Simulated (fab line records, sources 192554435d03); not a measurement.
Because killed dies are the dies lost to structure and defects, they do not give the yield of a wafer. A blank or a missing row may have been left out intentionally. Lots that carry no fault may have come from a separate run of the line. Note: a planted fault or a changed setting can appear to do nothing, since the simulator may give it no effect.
Lot-split experiment	flow n5Finfet	39 wafers read from 7 lots, route of 1938 steps

## THE SPLIT
At N5_BEOL_M11_VIA_ETCH_34 (etches SiCOH lowk in C4F6/O2, target depth 184.5 nm, time 69.2 s), the setting timeS was moved away from the recipe's 69.2 s on 12 of the 39 wafers read, by -28.4% to +38.1%. This setting was run at the recipe's value on the other wafers.

The reading comes from the split's own step.

## THE READING
SOC_of_BEOL_M11_COAT_63.thkNm (the simulator's own value, which no gauge read), in nm, at N5_BEOL_M11_VIA_ETCH_34 (etches SiCOH lowk in C4F6/O2, target depth 184.5 nm, time 69.2 s). There is no usual value for it anywhere in the file. The 27 wafers here that ran the recipe average 91.9 nm, standard deviation 0.31 nm.

wafer	tool, chamber at the split	timeS as run, s	against the recipe	SOC_of_BEOL_M11_COAT_63.thkNm, nm	against lot-mates on the recipe
L074.1	rieDiel-01, 2	69.2	recipe	92.2	-
L074.2	rieDiel-01, 1	55.91	-19.2%	94.4	+2.2
L074.3	rieDiel-01, 0	69.2	recipe	92	-
L074.4	rieDiel-01, 3	55.91	-19.2%	94	+1.8
L074.5	rieDiel-01, 2	69.2	recipe	92.4	-
L074.6	rieDiel-01, 3	55.91	-19.2%	94	+1.8
L076.1	rieDiel-02, 0	69.2	recipe	91.8	-
L076.2	rieDiel-02, 2	69.2	recipe	92.4	-
L076.3	rieDiel-02, 1	69.2	recipe	91.8	-
L076.4	rieDiel-02, 2	69.2	recipe	92.4	-
L076.5	rieDiel-02, 1	69.2	recipe	91.8	-
L076.6	rieDiel-02, 0	69.2	recipe	92	-
L085.1	rieDiel-02, 0	69.2	recipe	92	-
L085.2	rieDiel-02, 3	69.2	recipe	92	-
L085.3	rieDiel-02, 2	69.2	recipe	92.2	-
L088.1	rieDiel-01, 3	69.2	recipe	91.8	-
L088.2	rieDiel-01, 0	69.2	recipe	91.4	-
L088.3	rieDiel-01, 2	69.2	recipe	91.6	-
L088.4	rieDiel-01, 1	69.2	recipe	92.4	-
L088.5	rieDiel-01, 1	69.2	recipe	92	-
L088.6	rieDiel-01, 0	69.2	recipe	91.6	-
L095.1	rieDiel-02, 2	95.56	+38.1%	89	-2.8
L095.2	rieDiel-02, 0	95.56	+38.1%	89	-2.8
L095.3	rieDiel-02, 3	69.2	recipe	91.6	-
L095.4	rieDiel-02, 2	69.2	recipe	92	-
L095.5	rieDiel-02, 0	95.56	+38.1%	89	-2.8
L095.6	rieDiel-02, 3	69.2	recipe	91.8	-
L096.1	rieDiel-06, 0	69.2	recipe	91.4	-
L096.2	rieDiel-06, 2	80.62	+16.5%	90	-1.5
L096.3	rieDiel-06, 3	69.2	recipe	91.4	-
L096.4	rieDiel-06, 1	69.2	recipe	91.8	-
L096.5	rieDiel-06, 3	80.62	+16.5%	90	-1.5
L096.6	rieDiel-06, 2	80.62	+16.5%	89.4	-2.1
L097.1	rieDiel-06, 3	49.53	-28.4%	94.2	+2.6
L097.2	rieDiel-06, 0	49.53	-28.4%	94.2	+2.6
L097.3	rieDiel-06, 2	69.2	recipe	91.6	-
L097.4	rieDiel-06, 1	69.2	recipe	91.8	-
L097.5	rieDiel-06, 2	69.2	recipe	91.4	-
L097.6	rieDiel-06, 3	49.53	-28.4%	94.2	+2.6

THE FIT
A straight line over all 39 wafers: SOC_of_BEOL_M11_COAT_63.thkNm changes by -0.0874 nm for each +1% of timeS; r = -0.96; the points scatter about the line by 0.4 nm.
The same after taking each lot's own level away (the mean of its wafers on the recipe; 39 wafers): -0.085 nm for each +1%; r = -0.98; scatter 0.28 nm.
According to that fit, moving timeS by its largest amount changes the reading by 3.2 nm.
Across the lots, their own levels run from 91.53 to 92.20 nm, a range of 2.1 times the standard deviation given above.
The two slopes agree, so the slope changes little with the lot-to-lot level.
Check: with one of the wafers moved furthest among these (+38.1%) left out of the fit, the line predicts -3.28 nm for it against its lot-mates. It came out at -2.8 nm against them.

## THE OTHER SPLITS THESE WAFERS WENT THROUGH
These wafers also went through other splits before the reading. Each is held against what the fit with the lots' levels taken away leaves over:
other split on the same wafers	wafers away from the commonest value	r with SOC_of_BEOL_M11_COAT_63.thkNm (lot level and that fit taken away)
N5_HKMG_FIN_NWFM_ALD_20 aldCycles	15	-0.25
N5_MOL_CONTACT_COAG_ETCHBACK_135 timeS	9	-0.12
N5_BEOL_M1_ILD_DEP_00 timeS	12	+0.24
N5_BEOL_M3_TRENCH_ETCH_37 targetDepthA	15	+0.35
N5_BEOL_M8_DESCUM_16 timeS	12	+0.08
N5_BEOL_M9_ETCH_66 timeS	12	+0.07

## THE WHOLE CHAIN: every reading that the file lists as answering this split, in the file's order
step	what it does	reading	change (the file's fit)	r (the file's)
N5_BEOL_M11_VIA_ETCH_34	etches SiCOH lowk in C4F6/O2, target depth 184.5 nm, time 69.2 s	etch.depthNm (the simulator's own value, which no gauge read)	+1.82 nm for each +1% of the setting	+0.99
N5_BEOL_M11_VIA_ETCH_34	etches SiCOH lowk in C4F6/O2, target depth 184.5 nm, time 69.2 s	SOC_of_BEOL_M11_COAT_63.thkNm (the simulator's own value, which no gauge read)	-0.0849 nm for each +1% of the setting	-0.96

## THE FILE'S OWN FIT
SOC_of_BEOL_M11_COAT_63.thkNm changes by -0.0849 nm for each +1% of timeS, r = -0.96.
